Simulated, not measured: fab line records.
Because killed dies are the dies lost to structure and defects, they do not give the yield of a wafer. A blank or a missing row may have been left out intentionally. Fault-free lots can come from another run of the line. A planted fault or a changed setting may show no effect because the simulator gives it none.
Split-lot study -- flow n5_finfet -- on a route of 1938 steps: 7 lots, 21 wafers read

## ON THE SPLIT
At N5_BEOL_M10_PECVD_70 (deposits SiO2 from TEOS/O2, target thk 20 nm, time 22.7 s), the setting temp_c was moved away from the recipe's 400 C on 7 of the 21 wafers read, by -3.3% to +3.2%. This setting was run at the recipe's value on the other wafers.

The reading comes from the split's own step.

## THE READING
SiO2_of_BEOL_M10_PECVD_70.thk_nm (the simulator's own value, which no gauge read), in nm, at N5_BEOL_M10_PECVD_70 (deposits SiO2 from TEOS/O2, target thk 20 nm, time 22.7 s). The file does not state a usual value for it. Across the 14 wafers here that went through the recipe, the average is 20.1 nm and the standard deviation 0.45 nm.

wafer,"tool, chamber at the split","temp_c as run, C",against the recipe,"SiO2_of_BEOL_M10_PECVD_70.thk_nm, nm",against lot-mates on the recipe
L078.4,"pecvd-01, 2,1",400,recipe,20.4,-
L078.6,"pecvd-01, 2,1",400,recipe,20.4,-
L078.5,"pecvd-01, 0",400,recipe,20.6,-
L082.3,"pecvd-01, 1,0",412.9,+3.2%,18.6,-2.2
L082.4,"pecvd-01, 1,0",412.9,+3.2%,18.6,-2.2
L082.5,"pecvd-01, 2",400,recipe,20.8,-
L085.2,"pecvd-02, 1",400,recipe,19,-
L085.3,"pecvd-02, 2",386.8,-3.3%,21.4,+2.1
L085.5,"pecvd-02, 2",400,recipe,19.6,-
L088.2,"pecvd-04, 0",400,recipe,19.8,-
L088.3,"pecvd-04, 2",409.5,+2.4%,18.6,-1.4
L088.6,"pecvd-04, 2",400,recipe,20.2,-
L089.1,"pecvd-01, 2,1",409.7,+2.4%,18.8,-1.4
L089.5,"pecvd-01, 2,1",409.7,+2.4%,18.8,-1.4
L089.2,"pecvd-01, 1",400,recipe,20.2,-
L091.1,"pecvd-04, 1",400,recipe,19.6,-
L091.3,"pecvd-04, 0",400,recipe,20.2,-
L091.5,"pecvd-04, 0",400,recipe,20,-
L093.2,"pecvd-01, 0",389.6,-2.6%,21,+0.8
L093.5,"pecvd-01, 1,0",400,recipe,20.2,-
L093.6,"pecvd-01, 1,0",400,recipe,20.2,-
If several chambers appear in one row, that row covers several wafers at once and the file leaves open which wafer was in which chamber.

FIT RESULTS
A straight line over all 21 wafers: SiO2_of_BEOL_M10_PECVD_70.thk_nm changes by -0.458 nm for each +1% of temp_c; r = -0.89; the points scatter about the line by 0.4 nm.
The same after taking each lot's own level away (the mean of its wafers on the recipe; 21 wafers): -0.589 nm for each +1%; r = -0.97; scatter 0.25 nm.
Per that fit: largest temp_c move, reading shift of 1.9 nm.
From 19.30 to 20.80 nm: that is the span of the lots' own levels, equal to 3.4 times the standard deviation above.
Thus the slope moves with the lot-to-lot level: the two fits are different.
Check: with one of the wafers moved furthest among these (-3.3%) left out of the fit, the line predicts +1.8 nm for it against its lot-mates. Against them it came out at +2.1 nm.

## OTHER SPLITS APPLIED TO THESE WAFERS
Other splits were also applied to these wafers ahead of the reading. Each is held against what the fit with the lots' levels taken away leaves over:
other split on the same wafers,wafers away from the commonest value,r with SiO2_of_BEOL_M10_PECVD_70.thk_nm (lot level and that fit taken away)
N5_BEOL_M6_DESCUM_33 time_s,7,+0.23
N5_BEOL_M7_ETCH_61 source_w,5,+0.14
N5_BEOL_M8_ILD_DEP_00 time_s,3,+0.00
N5_BEOL_M9_COAT_05 spin_rpm,9,+0.06
N5_BEOL_M9_ETCH_62 time_s,9,-0.15

## FILE'S OWN FIT
SiO2_of_BEOL_M10_PECVD_70.thk_nm changes by -0.577 nm for each +1% of temp_c, r = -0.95.
